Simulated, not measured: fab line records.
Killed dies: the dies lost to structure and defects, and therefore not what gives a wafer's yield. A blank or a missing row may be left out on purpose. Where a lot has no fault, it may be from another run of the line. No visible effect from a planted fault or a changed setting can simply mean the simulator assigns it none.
Comparing a struck lot with a sound one | flow nand-harc | 15 out of 1302 route steps
Sound: the wafers L641.2, L641.4, L641.6. Struck: wafers L649.3, L649.5, L649.6. The cause is given at the end.
Order at every step that has rows: each side's tool, ch and its chambers, its first start. Under that, the readings that differ: sound wafers | struck wafers | difference of the means | sigmas: that difference in standard deviations of wafers without a fault.
alike: words and numbers the same on both sides, and readings whose means are apart by under 2 such deviations; not compared: readings that were withheld, readings missing a value for some wafer, numbers with overlapping values and no deviation given by the record, and bounds like >300 which may hide the same value.
The two part at a step that has a row with sigmas, a row that says differs or no value, or rows on one side only. When numbers do not overlap yet have no deviation, they are printed without sigmas and do not part them. Lack of a reading on every wafer of one side parts them only where that side has two or more wafers.

first, 4 steps without rows for these wafers: NHARC_P_M1_EBR_05; NHARC_P_M1_EXPOSE_06 (exposes mask P M1, target cd 130 nm); NHARC_P_M1_PEB_07 (peb time 65 s); NHARC_P_M1_DEVELOP_08 (develop time 35 s).
NHARC_P_M1_CD_MEAS_09: the cd target is 130 nm.
  sound on cd-sem-03 ch 0, day 6 03:56; struck on cd-sem-03 ch 0, day 9 04:24
  alike: cd-nm
NHARC_P_M1_OVL_MEAS_10: pitch 260 nm.
  sound on overlay-01, day 6 04:02; struck on overlay-02, day 9 04:29
  reading           | sound          | struck         | difference | sigmas
  overlay-x-nm (nm) | 1.7 1.2 1.2    | -0.8 -0.4 -0.8 | -2.0       | -3
  overlay-y-nm (nm) | -1.8 -1.4 -1.6 | 0.2 0.0 0.2    | +1.7       | +2
NHARC_P_M1_INSPECT_11:
  sound on defect-inspect-02, day 6 04:04; struck on defect-inspect-01, day 9 04:32
  alike: raw-defect-count
NHARC_P_M1_DESCUM_14: chemistry O2, time 3 s.
  sound on rie-diel-13 ch 0,2,3, day 6 04:09; struck on rie-diel-09 ch 0,1,2, day 9 04:36
  alike: drypump-motor-current-A, mfc-ar-sccm, oes-product-au, rf-vpp-V, showerhead-plenum-p-Torr, throttle-valve-pct
  not compared: rf-hours-counter-h
NHARC_P_M1_ETCH_35: etches the open film in N2/H2, target depth 40 nm, overetch 12 nm, time 43.94 s.
  sound on rie-diel-13 ch 2,3, day 6 04:14; struck on rie-diel-09 ch 0,3, day 9 04:41
  alike: drypump-motor-current-A, mfc-ar-sccm, oes-product-au, rf-vpp-V, showerhead-plenum-p-Torr, throttle-valve-pct
  not compared: rf-hours-counter-h
NHARC_P_M1_ETCH_15: etches the open film in C4F8/Ar, target depth 182.5 nm, time 91.2 s.
  sound: rie-diel-13 ch 0,2; struck: rie-diel-09 ch 0,1
  alike: oes-product-au, rf-vpp-V
  not compared: rf-hours-counter-h
NHARC_P_M1_CD_MEAS_16:
  sound on cd-sem-03, day 6 04:29; struck on cd-sem-02, day 9 04:54
  alike: cd-nm
NHARC_P_M1_STRIP_18: strips in N2/H2.
  sound on rie-diel-13 ch 0,3, day 6 04:37; struck on rie-diel-13 ch 0,1,3, day 9 05:02
  alike: drypump-motor-current-A, mfc-ar-sccm, oes-product-au, rf-vpp-V, showerhead-plenum-p-Torr, throttle-valve-pct
  not compared: rf-hours-counter-h
NHARC_P_M1_ETCH_28: etches the open film in CF4/N2, target depth 30 nm, time 72.99 s.
  sound on rie-diel-13 ch 0,2,3, day 6 04:51; struck on rie-diel-13 ch 0,1,2, day 9 05:14
  reading               | sound             | struck                  | difference | sigmas
  oes-product-au (a.u.) | 1.008 1.008 1.008 | 0.990 0.993 0.979       | -0.021     | -2
  over-etch-frac        | 0.3 0.3 0.3       | 0.33857 0.33857 0.33857 | +0.03857   |
  alike: drypump-motor-current-A, mfc-ar-sccm, rf-vpp-V, showerhead-plenum-p-Torr, throttle-valve-pct
  not compared: rf-hours-counter-h
then, 1 step without rows for these wafers: NHARC_P_M1_STRIP_19 (strips in post etch residue remover, time 600 s).
-- the record jumps here: 23 days lie between the struck wafers' starts before and after (it left off in module P_M1 and takes up again in module END, whose first step shown is number 1302 of the route) --
NHARC_END_SORT_01:
  at this point the record logs the struck wafers (prober-02 ch 0, day 32 03:07) and has no rows for the sound ones

## WHERE THEY PART
Earliest at NHARC_P_M1_OVL_MEAS_10; latest, in this record, at NHARC_END_SORT_01.

WHY: what had been put in by the simulator
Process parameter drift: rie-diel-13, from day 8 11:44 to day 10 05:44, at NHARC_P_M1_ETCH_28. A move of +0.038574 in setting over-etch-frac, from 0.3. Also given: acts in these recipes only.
